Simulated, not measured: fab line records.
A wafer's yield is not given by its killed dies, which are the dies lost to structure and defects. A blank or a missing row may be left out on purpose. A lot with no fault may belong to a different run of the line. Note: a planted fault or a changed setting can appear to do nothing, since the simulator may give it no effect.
A struck lot beside a sound one | flow n5Finfet | 32 steps out of a route of 1938
Sound: wafers L181.2, L181.3, L181.6. Struck: wafer L178.5. (L178.2 of the same lot was not struck and is left out.) The cause comes at the end.
For every step that has rows: the tool of each side, followed by ch and its chambers, followed by its first start. Under that, the readings that differ: sound wafers | struck wafers | difference of the means | sigmas: that difference in standard deviations of wafers without a fault.
alike: same words and numbers on both sides, and readings whose means sit less than 2 such deviations apart. not compared: any withheld reading, any reading some wafer has no value for, any bound like >300 that may hide the same value, and any number with overlapping values for which the record gives no deviation.
A row with sigmas, a row that says differs or no value, or rows on one side alone: a step with any of these is where the two part. Numbers that don't overlap but have no deviation are shown without sigmas and don't part them. A reading that every wafer of one side lacks parts them only if that side has two wafers or more.

N5_BEOL_M9_CD_MEAS_28: target cd 70 nm.
  sound on cdSem-01 ch 0, day 16 01:20; struck on cdSem-01 ch 0, day 14 04:13
reading   | sound             | struck | difference | sigmas
cdNm (nm) | 70.92 70.40 70.30 | 69.67  | -0.87      | -3
N5_BEOL_M9_OVL_MEAS_29:
  sound on overlay-02 ch 0, day 16 01:23; struck on overlay-01 ch 0, day 14 04:14
  alike: V8_OVL
N5_BEOL_M9_INSPECT_30: inspects for defects (brightfield).
  struck on defectInspect-01, day 14 04:18; sound on defectInspect-02, day 16 01:26
  alike: rawDefectCount
N5_BEOL_M9_DESCUM_33: chemistry O2, time 7 s.
  sound on rieDiel-05 ch 1,2, day 16 01:28; struck on rieDiel-04 ch 0, day 14 04:28
  alike: drypumpMotorCurrentA, oesProductAu, rfVppV, showerheadPlenumPTorr, throttleValvePct
  not compared: rfHoursCounterH
then, 1 step without rows for these wafers: N5_BEOL_M9_ETCH_76 (etches underlayer in N2/H2, target depth 6.5 nm, time 5.2 s).
N5_BEOL_M9_ETCH_65: etches SiARC in CF4, target depth 15.6 nm, time 26 s.
  sound on rieDiel-05 ch 1,2, day 16 01:31; struck on rieDiel-04 ch 0, day 14 04:31
reading           | sound          | struck | difference | sigmas
etchRfOnTimeS (s) | 26.6 27.9 28.0 | 25.3   | -2.2       | -3
  alike: drypumpMotorCurrentA, oesProductAu, rfVppV, showerheadPlenumPTorr, throttleValvePct
  not compared: rfHoursCounterH
then, 5 steps without rows for these wafers: N5_BEOL_M9_ETCH_66 (etches SOC in N2/H2, target depth 80 nm, overetch 16 nm, time 120 s); N5_BEOL_M9_STRIP_69 (strips in N2/H2); N5_BEOL_M9_STRIP_77 (strips in N2/H2); N5_BEOL_M9_VIA_ETCH_34 (etches SiCOH lowk in C4F6/O2, target depth 182.4 nm, time 68.4 s); N5_BEOL_M9_STRIP_73 (strips in C4F6/O2).
N5_BEOL_M9_STRIP_36: strips in N2/H2.
  sound on rieDiel-05 ch 1,2, day 16 01:43; struck on rieDiel-04 ch 0, day 14 04:42
  alike: drypumpMotorCurrentA, oesProductAu, rfVppV, showerheadPlenumPTorr, throttleValvePct
  not compared: rfHoursCounterH
N5_BEOL_M9_TRENCH_ETCH_37: etches SiCOH lowk in C4F6/O2, target depth 151.43 nm, time 49 s.
  sound on rieDiel-05 ch 1,2, day 16 01:45; struck on rieDiel-04 ch 0, day 14 04:44
reading                           | sound             | struck | difference | sigmas
runLengthS (s)                    | 71.6 72.2 71.6    | 75.1   | +3.3       | +7
model.BEOL_M9.featureDepthNm (nm) | 147.6 142.8 142.8 | 161.8  | +17.4      | 
model.etch.depthNm (nm)           | 147.5 142.7 142.8 | 161.7  | +17.4      | 
  alike: drypumpMotorCurrentA, oesProductAu, rfVppV, showerheadPlenumPTorr, throttleValvePct
  not compared: rfHoursCounterH
then, 2 steps without rows for these wafers: N5_BEOL_M9_ETCH_41 (etches SiCN in CH3F/O2, target depth 36.6 nm, time 70.1 s); N5_BEOL_M9_STRIP_80 (strips in N2/H2, time 10 s).
N5_BEOL_M9_OCD_MEAS_38:
  struck on ocd-02, day 14 04:55; sound on ocd-01, day 16 01:55
reading            | sound       | struck | difference | sigmas
trenchDepthNm (nm) | 148 143 143 | 161    | +16        | +5
then, 4 steps without rows for these wafers: N5_BEOL_M9_HM_STRIP_39 (strips TiN in peroxide tin strip, target depth 25 nm, time 158 s); N5_BEOL_M9_SRD_40 (time 30 s); N5_BEOL_M9_PRECLEAN_42 (cleans in residue remover, time 60 s); N5_BEOL_M9_SRD_43 (time 30 s).
N5_BEOL_M9_CD_MEAS_35: target cd 70 nm, target cd y 40 nm.
  struck on cdSem-03, day 14 05:04; sound on cdSem-03, day 16 02:04
  alike: cdNm
N5_BEOL_M9_CURE_72: cures SiCOH lowk, time 120 s.
  sound on uvCure-03 ch 1, day 16 02:10; struck on uvCure-03 ch 0, day 14 05:10
reading          | sound             | struck | difference | sigmas
wafer_temp_C_max | 370.7 370.6 370.6 | 372.8  | +2.2       | +3
  alike: lampPowerPct
then, 2 steps without rows for these wafers: N5_BEOL_M9_DEGAS_44 (time 60 s); N5_BEOL_M9_PRE_CLEAN_45 (time 30 s).
N5_BEOL_M9_ALD_74: deposits TaN, target thk 2 nm, pulse time 2 s, purge time 3 s.
  sound on aldMetal-03 ch 1,2,3, day 16 02:40; struck on aldMetal-03 ch 3, day 14 06:00
  alike: heaterPowerW
then, 5 steps without rows for these wafers: N5_BEOL_M9_SURFACE_TREAT_79; N5_BEOL_M9_CVD_78 (deposits Co from CCTBA/H2, target thk 2 nm, time 138.9 s); N5_BEOL_M9_SPUTTER_48 (material Cu, target thk 12 nm, time 2 s); N5_BEOL_M9_ECD_50 (material Cu, target thk 318 nm); N5_BEOL_M9_ANNEAL_51 (time 90 s).
N5_BEOL_M9_CMP_52: polishes, stops on SiCOH lowk, t overpolish 7 s, target thk 140 nm.
  sound on cmp-02 ch 1,2,3, day 16 03:52; struck on cmp-02 ch 3, day 14 07:18
reading                               | sound             | struck | difference | sigmas
model.Cu_of_BEOL_M9_ECD_50.thkNm (nm) | 134.4 128.8 129.4 | 149.4  | +18.5      | 
  alike: barrierFieldEndpointS, motorCurrentA, overpolishRunS, timeToEndpointS
N5_BEOL_M9_THK_MEAS_53: measures by xrf.
  struck on filmMetro-02, day 14 07:31; sound on filmMetro-01, day 16 04:05
reading     | sound       | struck | difference | sigmas
M9_THK (nm) | 135 130 130 | 150    | +18        | +5

WHERE THEY PART
Last at N5_BEOL_M9_THK_MEAS_53 as far as this record goes, first at N5_BEOL_M9_CD_MEAS_28.

WHY: whatever the simulator had introduced
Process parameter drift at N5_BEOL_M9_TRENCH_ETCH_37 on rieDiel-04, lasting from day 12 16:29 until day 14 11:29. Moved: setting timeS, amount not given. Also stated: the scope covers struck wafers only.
